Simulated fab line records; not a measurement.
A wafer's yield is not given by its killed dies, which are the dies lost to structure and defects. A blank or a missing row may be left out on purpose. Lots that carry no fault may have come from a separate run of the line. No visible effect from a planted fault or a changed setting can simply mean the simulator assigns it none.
A lot that was struck, set against a sound lot :: flow n5Finfet :: 16 out of 1938 route steps
Sound: the wafers L488.1, L488.4, L488.6. Struck: wafers L500.3, L500.5. (L500.6 of the same lot was not struck and is left out.) The cause comes at the end.
Order at every step that has rows: each side's tool, ch and its chambers, its first start. Under that, the readings that differ: sound wafers :: struck wafers :: difference of the means :: sigmas: that difference in standard deviations of wafers without a fault.
alike: same words and numbers on both sides, and readings whose means sit less than 2 such deviations apart. not compared: any withheld reading, any reading some wafer has no value for, any bound like >300 that may hide the same value, and any number with overlapping values for which the record gives no deviation.
The two part at a step that has a row with sigmas, a row that says differs or no value, or rows on one side only. When numbers do not overlap yet have no deviation, they are printed without sigmas and do not part them. Lack of a reading on every wafer of one side parts them only where that side has two or more wafers.

first, 7 steps without rows for these wafers: N5_BEOL_M0_SAQP_COAT_87 (time 60 s, resist thk 5 nm); N5_BEOL_M0_SAQP_COAT_34 (resist thk 30 nm); N5_BEOL_M0_SAQP_EBR_36; N5_BEOL_M0_SAQP_SOFTBAKE_35 (time 60 s); N5_BEOL_M0_SAQP_EXPOSE_37 (exposes mask M0 CUT1, target cd 30 nm); N5_BEOL_M0_SAQP_PEB_38 (peb time 60 s); N5_BEOL_M0_SAQP_DEVELOP_39 (develop time 30 s).
N5_BEOL_M0_SAQP_CD_MEAS_40: target cd 30 nm.
  sound on cdSem-03 ch 0, day 6 12:46; struck on cdSem-01 ch 0, day 9 07:10
  alike: cdNm
N5_BEOL_M0_SAQP_OVL_MEAS_41:
  sound on overlay-01 ch 0, day 6 12:48; struck on overlay-02 ch 0, day 9 07:13
  alike: M0_CUT1_OVL
N5_BEOL_M0_SAQP_INSPECT_42: inspects for defects (brightfield).
  sound: defectInspect-01 at day 6 12:52; struck: defectInspect-01 at day 9 07:15
reading: rawDefectCount
sound: 434 379 487
struck: 198 248
difference: -210
sigmas: -3
N5_BEOL_M0_SAQP_DESCUM_45: chemistry O2, time 7 s.
  sound on rieDiel-06 ch 1,3, day 6 12:54; struck on rieDiel-06 ch 3, day 9 07:17
reading: oesProductAu (a.u.)
sound: 0.66 0.84 0.83
struck: 0.97 0.97
difference: +0.19
sigmas: +3
  alike: drypumpMotorCurrentA, rfFwdPowerW, rfVppV, showerheadPlenumPTorr, throttleValvePct
  not compared: rfHoursCounterH
N5_BEOL_M0_SAQP_ETCH_88: etches underlayer in N2/H2, target depth 6.5 nm, time 5.2 s.
  sound on rieDiel-06 ch 1,3, day 6 12:56; struck on rieDiel-06 ch 3, day 9 07:19
reading: oesProductAu (a.u.)
sound: 0.59 0.72 0.73
struck: 0.86 0.85
difference: +0.18
sigmas: +3
  alike: drypumpMotorCurrentA, etchRfOnTimeS, rfFwdPowerW, rfVppV, showerheadPlenumPTorr, throttleValvePct
  not compared: rfHoursCounterH
N5_BEOL_M0_SAQP_ETCH_73: etches SiARC in CF4, target depth 19.5 nm, time 32.5 s.
  sound on rieDiel-06 ch 1,3, day 6 12:57; struck on rieDiel-06 ch 3, day 9 07:20
reading: etchRfOnTimeS (s)
sound: 31.7 32.7 32.7
struck: 22.6 22.4
difference: -9.9
sigmas: -9

reading: oesProductAu (a.u.)
sound: 0.59 0.72 0.73
struck: 1.03 1.04
difference: +0.36
sigmas: +5
  alike: cf4FlowSccm, drypumpMotorCurrentA, rfFwdPowerW, rfVppV, showerheadPlenumPTorr, throttleValvePct
  not compared: rfHoursCounterH
N5_BEOL_M0_SAQP_CUT_ETCH_46: etches SOC in N2/H2, target depth 135 nm, overetch 27 nm, time 202.5 s.
  sound on rieDiel-06 ch 1,3, day 6 12:59; struck on rieDiel-06 ch 3, day 9 07:22
  alike: drypumpMotorCurrentA, rfFwdPowerW, rfVppV, showerheadPlenumPTorr, throttleValvePct
  not compared: rfHoursCounterH
-- a jump in the record: the struck wafers' starts before and after are 6 days apart (it breaks off in module BEOL_M0_SAQP and resumes in module BEOL_M4, where the first step shown is number 1111 of the route) --
N5_BEOL_M4_RC_MEAS_101:
  sound on prober-01 ch 0, day 11 19:55; struck on prober-01 ch 0, day 15 09:01
  alike: DIBL_N, DIBL_P, IOFF_N, IOFF_P, ION_N, ION_P, SS_N, SS_P, VT_N, VT_P
then, 1 step without rows for these wafers: N5_PASSIVATION_PROBE_49.

## WHERE THEY PART
Earliest at N5_BEOL_M0_SAQP_INSPECT_42; latest, in this record, at N5_BEOL_M0_SAQP_ETCH_73. Later steps at which nothing parts them and some readings are alike: N5_BEOL_M0_SAQP_CUT_ETCH_46, N5_BEOL_M4_RC_MEAS_101.

WHY: what the simulator had put in
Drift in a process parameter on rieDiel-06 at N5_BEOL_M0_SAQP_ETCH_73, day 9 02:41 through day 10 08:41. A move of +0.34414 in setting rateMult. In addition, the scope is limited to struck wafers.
